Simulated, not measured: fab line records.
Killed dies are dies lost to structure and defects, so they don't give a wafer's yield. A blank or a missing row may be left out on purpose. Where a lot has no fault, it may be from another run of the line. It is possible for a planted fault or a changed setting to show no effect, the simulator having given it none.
The tool behind it: which one? | flow nandHarc | Sampling: 13 lots, 39 wafers, 5 of 1302 route steps

## WHAT THE GAUGES READ, wafer by wafer
NHARC_THIN_TSV_CD_MEAS_33 targets a cd of 5000 nm. Usual: cdNm reads 4999.3 nm (standard deviation 1.9).
lot  | measured     | on       | cdNm (nm)            | flag
L685 | day 24 02:07 | cdSem-03 | 5003.4 5000.2 4998.2 | 
L684 | day 24 17:32 | cdSem-02 | 5000.8 4998.9 5001.8 | 
L687 | day 25 02:15 | cdSem-02 | 5000.7 4999.2 4997.4 | 
L689 | day 27 13:41 | cdSem-01 | 5001.8 5000.5 4999.3 | 
L690 | day 26 23:59 | cdSem-03 | 4994.6 4997.7 4997.0 | 
L691 | day 27 18:25 | cdSem-02 | 4996.9 4995.2 4999.1 | 
L694 | day 28 15:31 | cdSem-01 | 4996.2 4997.3 4998.6 | 
L695 | day 29 04:20 | cdSem-01 | 5000.4 4999.1        | 
L696 | day 29 05:37 | cdSem-01 | 4995.6 4995.3        | 
L699 | day 30 22:04 | cdSem-01 | 5001.1 4997.1 4997.9 | 
L703 | day 33 03:53 | cdSem-01 | 4999.4 4999.2 4996.4 | 
L704 | day 33 10:25 | cdSem-01 | 4997.3 5000.6 5000.9 | 
L705 | day 33 08:13 | cdSem-01 | 4999.0 5000.9 4998.6 | 

NHARC_THIN_TSV_INSPECT_40. Usual: rawDefectCount reads 569 (standard deviation 100).
lot  | measured     | on               | rawDefectCount | flag
L685 | day 24 08:13 | defectInspect-01 | 488 499 667    | 
L684 | day 24 23:35 | defectInspect-01 | 448 558 495    | 
L687 | day 25 07:14 | defectInspect-02 | 542 617 577    | 
L689 | day 27 20:19 | defectInspect-01 | 585 498 773    | 
L690 | day 27 06:07 | defectInspect-02 | 581 560 653    | 
L691 | day 28 03:46 | defectInspect-01 | 426 396 362    | 
L694 | day 28 21:34 | defectInspect-02 | 521 576 632    | 
L695 | day 29 10:29 | defectInspect-01 | 678 756        | 
L696 | day 29 10:29 | defectInspect-01 | 437 471        | 
L699 | day 31 04:05 | defectInspect-01 | 809 662 510    | 
L703 | day 33 10:27 | defectInspect-01 | 609 577 412    | 
L704 | day 33 14:14 | defectInspect-01 | 574 527 560    | 
L705 | day 33 14:14 | defectInspect-01 | 466 455 467    | 

NHARC_END_SORT_01. Usual: killedAtArray 52, standard deviation 18; killedAtOther 1.2, standard deviation 1.5; killedAtPeriphery 4, standard deviation 3.2; killedDies 57, standard deviation 17; killedOpen 3.1, standard deviation 1.9; killedShort 2.5, standard deviation 1.7.
lot  | measured     | on        | killedAtArray | killedAtOther | killedAtPeriphery | killedDies | killedOpen | killedShort | flag
L695 | day 29 15:56 | prober-02 | 674 70 68     | 0 0 0         | 3 5 2             | 677 75 70  | 2 0 7      | 1 2 3       | OFF
L696 | day 29 13:30 | prober-01 | 664 19 21     | 0 0 1         | 13 14 15          | 677 33 37  | 2 4 2      | 3 3 2       | OFF

## EACH LOT AND THE TOOL THAT RAN IT (in order: tool; ch and the chambers of the sampled wafers; start)
lot  | NHARC_A_CHANNEL_FILL_D2_ETCHBACK_19 | NHARC_A_BONDPAD_CMP_19
L685 | rieSi-01 ch 0,2,3, day 14 16:43     | cmp-03 ch 0,2,3, day 23 07:40
L684 | rieSi-02 ch 0,1,3, day 14 21:04     | cmp-03 ch 2,3, day 23 20:46
L687 | rieSi-01 ch 1,2,3, day 15 22:38     | cmp-04 ch 2,3, day 24 07:11
L689 | rieSi-03 ch 1,2,3, day 16 23:04     | cmp-04 ch 0,1,2, day 26 17:34
L690 | rieSi-02 ch 0,3, day 17 08:46       | cmp-03 ch 1,2, day 26 04:52
L691 | rieSi-01 ch 2,3, day 18 10:07       | cmp-03 ch 2,3, day 27 02:04
L694 | rieSi-01 ch 0,1,2, day 19 01:05     | cmp-03 ch 0,3, day 27 20:28
L695 | rieSi-01 ch 0,1,2, day 19 18:07     | cmp-03 ch 0,3, day 28 09:15
L696 | rieSi-01 ch 0,1, day 20 09:53       | cmp-02 ch 0,1, day 28 10:43
L699 | rieSi-02 ch 0,1, day 21 05:01       | cmp-04 ch 0,2,3, day 30 03:20
L703 | rieSi-02 ch 0,1,2, day 23 10:10     | cmp-02 ch 0,2,3, day 32 07:40
L704 | rieSi-03 ch 0,1,2, day 23 20:56     | cmp-02 ch 0,1,3, day 32 15:57
L705 | rieSi-03 ch 0,2,3, day 24 00:37     | cmp-04 ch 0,2, day 32 12:49
- NHARC_A_CHANNEL_FILL_D2_ETCHBACK_19: etches the open film in HBr/Cl2, target depth 5 nm, time 1.7 s.
- NHARC_A_BONDPAD_CMP_19: polishes, t overpolish 30 s, cu recess touch 16 s, target thk 169.82 nm.

## WHAT THE TOOLS THEMSELVES READ (means of the sampled wafers that have a number; where no wafer has one, the mark that the record gives instead)
NHARC_A_CHANNEL_FILL_D2_ETCHBACK_19. Usual: chamberPressureMTorr 15.000 mTorr, standard deviation 0.014; drypumpMotorCurrentA 5.8 A, standard deviation 0.45; mfcCl2Sccm 50.00 sccm, standard deviation 0.14; oesProductAu 1.002 a.u., standard deviation 0.012; throttleValvePct 26.407 %, standard deviation 0.0095.
lot  | tool     | chamberPressureMTorr (mTorr) | drypumpMotorCurrentA (A) | mfcCl2Sccm (sccm) | oesProductAu (a.u.) | throttleValvePct (%) | flag
L685 | rieSi-01 | 15.004                       | 6.0                      | 49.99             | 0.994               | 26.415               | 
L684 | rieSi-02 | 15.004                       | 5.3                      | 50.11             | 1.011               | 26.408               | 
L687 | rieSi-01 | 14.990                       | 6.1                      | 49.83             | 0.981               | 26.406               | 
L689 | rieSi-03 | 14.994                       | 6.0                      | 49.99             | 0.993               | 26.404               | 
L690 | rieSi-02 | 15.006                       | 5.5                      | 49.96             | 1.006               | 26.406               | 
L691 | rieSi-01 | 15.000                       | 6.1                      | 50.04             | 1.000               | 26.410               | 
L694 | rieSi-01 | 15.026                       | 5.9                      | 50.06             | 1.000               | 26.410               | 
L695 | rieSi-01 | 15.004                       | 5.9                      | 49.99             | 0.998               | 26.409               | 
L696 | rieSi-01 | 14.994                       | 5.8                      | 50.05             | 1.004               | 26.414               | 
L699 | rieSi-02 | 15.003                       | 5.5                      | 49.99             | 1.009               | 26.415               | 
L703 | rieSi-02 | 14.988                       | 5.8                      | 50.02             | 1.010               | 26.402               | 
L704 | rieSi-03 | 15.005                       | 5.9                      | 50.09             | 1.011               | 26.404               | 
L705 | rieSi-03 | 14.996                       | 5.6                      | 49.91             | 0.993               | 26.412               | 

NHARC_A_BONDPAD_CMP_19. Usual: edgeZonePressureFrac 1.000, standard deviation 0.0055; motorCurrentA 11.9 A, standard deviation 0.89; overpolishRunS 30.000 s, standard deviation 0.0099.
lot  | tool   | edgeZonePressureFrac | motorCurrentA (A) | overpolishRunS (s) | flag
L685 | cmp-03 | 1.005                | 11.8              | 30.011             | 
L684 | cmp-03 | 1.003                | 12.0              | 30.001             | 
L687 | cmp-04 | 0.993                | 11.9              | 29.993             | 
L689 | cmp-04 | 0.998                | 11.4              | 29.997             | 
L690 | cmp-03 | 1.000                | 12.7              | 29.994             | 
L691 | cmp-03 | 1.005                | 12.2              | 29.995             | 
L694 | cmp-03 | 1.003                | 11.7              | 30.002             | 
L695 | cmp-03 | 0.998                | 11.8              | 30.001             | 
L696 | cmp-02 | 0.992                | 11.2              | 30.007             | 
L699 | cmp-04 | 0.999                | 11.7              | 29.998             | 
L703 | cmp-02 | 1.001                | 12.2              | 30.000             | 
L704 | cmp-02 | 0.997                | 11.4              | 29.999             | 
L705 | cmp-04 | 0.996                | 11.5              | 29.998             | 

## THE ANSWER, worked out from the rows above alone
Rule: a lot counts as off when the mean over its wafers that have a number is more than 3 standard deviations away from the usual mean. A lot without any number at a reading at which 4 lots or more have one is off too. All remaining lots with rows at the step are treated as sound. Order of review: gauges by route order, followed by the tools' own readings, for which a lot's mean as printed above is used. The first step at which some lot is off is used, and at that step the reading that is off furthest; a lot without a number counts as furthest.
Off at NHARC_END_SORT_01 (killedDies): L695, L696. Neither off nor sound, because the step has no rows for them: L685, L684, L687, L689, L690, L691, L694, L699, L703, L704, L705.
A tool fits if, at a process step before that reading, it ran every lot that is off, and no sound lot after the first of them. The gauges at NHARC_END_SORT_01 are tried like those tools. One fits: rieSi-01 at NHARC_A_CHANNEL_FILL_D2_ETCHBACK_19. It ran no sound lot before its first lot that is off in this sample, so the start can't be narrowed down.

## WHAT WAS PUT IN BY THE SIMULATOR
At NHARC_A_CHANNEL_FILL_D2_ETCHBACK_19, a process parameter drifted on rieSi-01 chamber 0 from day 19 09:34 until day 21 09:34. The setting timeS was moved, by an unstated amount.
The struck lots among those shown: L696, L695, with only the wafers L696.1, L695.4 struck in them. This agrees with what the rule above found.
